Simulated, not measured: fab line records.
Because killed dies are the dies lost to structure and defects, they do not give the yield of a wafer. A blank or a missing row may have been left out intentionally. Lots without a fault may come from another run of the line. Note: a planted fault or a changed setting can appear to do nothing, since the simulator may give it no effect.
A struck lot beside a sound one :: flow n5Finfet :: 19 steps out of a route of 1938
Sound: wafers L347.4, L347.5, L347.6. Struck: wafers L346.2, L346.4. (L346.1 of the same lot was not struck and is left out.) The cause comes at the end.
Per side, at each step with rows, come the tool, then ch with its chambers, and then its first start. Under that, the readings that differ: sound wafers :: struck wafers :: difference of the means :: sigmas: that difference in standard deviations of wafers without a fault.
alike: readings whose means differ by less than 2 such deviations, and words and numbers that are the same on both sides. not compared: withheld readings, readings that some wafer has no value for, bounds like >300 that may hide the same value, and numbers for which the record gives no deviation and whose values overlap.
Wherever a step has rows on one side only, a row that says differs or no value, or a row with sigmas, the two part there. Numbers that don't overlap but have no deviation are shown without sigmas and don't part them. A reading missing from all wafers of one side parts the sides only when that side holds two or more wafers.

first, 9 steps without rows for these wafers: N5_BEOL_M1_COAT_67 (time 60 s, resist thk 60 nm); N5_BEOL_M1_COAT_68 (time 60 s, resist thk 12 nm); N5_BEOL_M1_COAT_76 (time 60 s, resist thk 5 nm); N5_BEOL_M1_COAT_22 (resist thk 30 nm); N5_BEOL_M1_EBR_24; N5_BEOL_M1_SOFTBAKE_23 (time 60 s); N5_BEOL_M1_EXPOSE_25 (exposes mask V0, defocus 5 nm, target cd 24 nm); N5_BEOL_M1_PEB_26 (peb time 60 s); N5_BEOL_M1_DEVELOP_27 (develop time 30 s).
N5_BEOL_M1_CD_MEAS_28: target cd y 23.3 nm.
  sound on cdSem-02 ch 0, day 11 04:12; struck on cdSem-02 ch 0, day 10 13:21
  alike: cdNm
N5_BEOL_M1_OVL_MEAS_29:
  sound on overlay-02 ch 0, day 11 04:14; struck on overlay-01 ch 0, day 10 13:23
  alike: V0_OVL
N5_BEOL_M1_INSPECT_30: inspects for defects (brightfield).
  struck on defectInspect-02, day 10 13:26; sound on defectInspect-02, day 11 04:17
  alike: rawDefectCount
N5_BEOL_M1_DESCUM_33: chemistry O2, time 7 s.
  sound on rieDiel-03 ch 0,3, day 11 04:19; struck on rieDiel-06 ch 0,3, day 10 13:29
reading: model.CAR-EUV_of_BEOL_M1_COAT_22.thkNm (nm)
sound: 26.2 26 26
struck: 25.2 25.2
difference: -0.9
sigmas: 
  alike: drypumpMotorCurrentA, oesProductAu, rfFwdPowerW, rfVppV, showerheadPlenumPTorr, throttleValvePct
  not compared: rfHoursCounterH
N5_BEOL_M1_ETCH_77: etches underlayer in N2/H2, target depth 6.5 nm, time 5.2 s.
  sound on rieDiel-03 ch 0,3, day 11 04:21; struck on rieDiel-06 ch 0,3, day 10 13:31
  alike: drypumpMotorCurrentA, etchRfOnTimeS, oesProductAu, rfFwdPowerW, rfVppV, showerheadPlenumPTorr, throttleValvePct
  not compared: rfHoursCounterH
N5_BEOL_M1_ETCH_69: etches SiARC in CF4, target depth 15.6 nm, time 26 s.
  sound on rieDiel-03 ch 0,3, day 11 04:22; struck on rieDiel-06 ch 0,3, day 10 13:32
  alike: drypumpMotorCurrentA, etchRfOnTimeS, mfcArSccm, oesProductAu, rfFwdPowerW, rfVppV, showerheadPlenumPTorr, throttleValvePct
  not compared: rfHoursCounterH
N5_BEOL_M1_ALD_98: deposits SiO2, target thk 2.5 nm, pulse time 1 s, co reactant pulse time 1 s.
  sound on aldSin-04 ch 0,1,2, day 11 04:27; struck on aldSin-04 ch 0,3, day 10 13:37
  alike: heaterPowerW, precursorPulseHeightRel, susceptorTempC
N5_BEOL_M1_ETCHBACK_99: etches SiO2 in CHF3, target depth 5 nm, time 10.4 s.
  sound on rieDiel-01 ch 1,2,3, day 11 05:16; struck on rieDiel-03 ch 0,1, day 10 18:02
reading: oes_f_703_au (a.u.)
sound: 0.70 0.80 0.72
struck: 0.93 0.86
difference: +0.16
sigmas: +2

reading: oesProductAu (a.u.)
sound: 0.69 0.79 0.71
struck: 0.96 0.87
difference: +0.19
sigmas: +2

reading: throttleValvePct (%)
sound: 17.06 17.17 17.21
struck: 16.57 16.80
difference: -0.46
sigmas: -2

reading: model.CAR-EUV_of_BEOL_M1_COAT_22.thkNm (nm)
sound: 10.4 10.4 10.2
struck: 9.6 9.6
difference: -0.7
sigmas: 
  alike: drypumpMotorCurrentA, mfcArSccm, rfFwdPowerW, rfVppV, showerheadPlenumPTorr
  not compared: rfHoursCounterH
N5_BEOL_M1_ETCH_70: etches SOC in N2/H2, target depth 80 nm, overetch 16 nm, time 120 s.
  sound on rieDiel-01 ch 1,2,3, day 11 05:19; struck on rieDiel-03 ch 0,1, day 10 18:04
reading: oesProductAu (a.u.)
sound: 0.53 0.60 0.56
struck: 0.73 0.67
difference: +0.14
sigmas: +2
  alike: drypumpMotorCurrentA, rfFwdPowerW, rfVppV, showerheadPlenumPTorr, throttleValvePct
  not compared: rfHoursCounterH
N5_BEOL_M4_RC_MEAS_101:
  sound on prober-01 ch 0, day 12 17:43; struck on prober-01 ch 0, day 12 15:37
  alike: DIBL_N, DIBL_P, IOFF_N, IOFF_P, ION_N, ION_P, SS_N, SS_P, VT_N, VT_P

== WHERE THEY PART ==
Earliest at N5_BEOL_M1_ETCHBACK_99; latest, in this record, at N5_BEOL_M1_ETCH_70. Later steps at which nothing parts them and some readings are alike: N5_BEOL_M4_RC_MEAS_101.

WHY: whatever the simulator had introduced
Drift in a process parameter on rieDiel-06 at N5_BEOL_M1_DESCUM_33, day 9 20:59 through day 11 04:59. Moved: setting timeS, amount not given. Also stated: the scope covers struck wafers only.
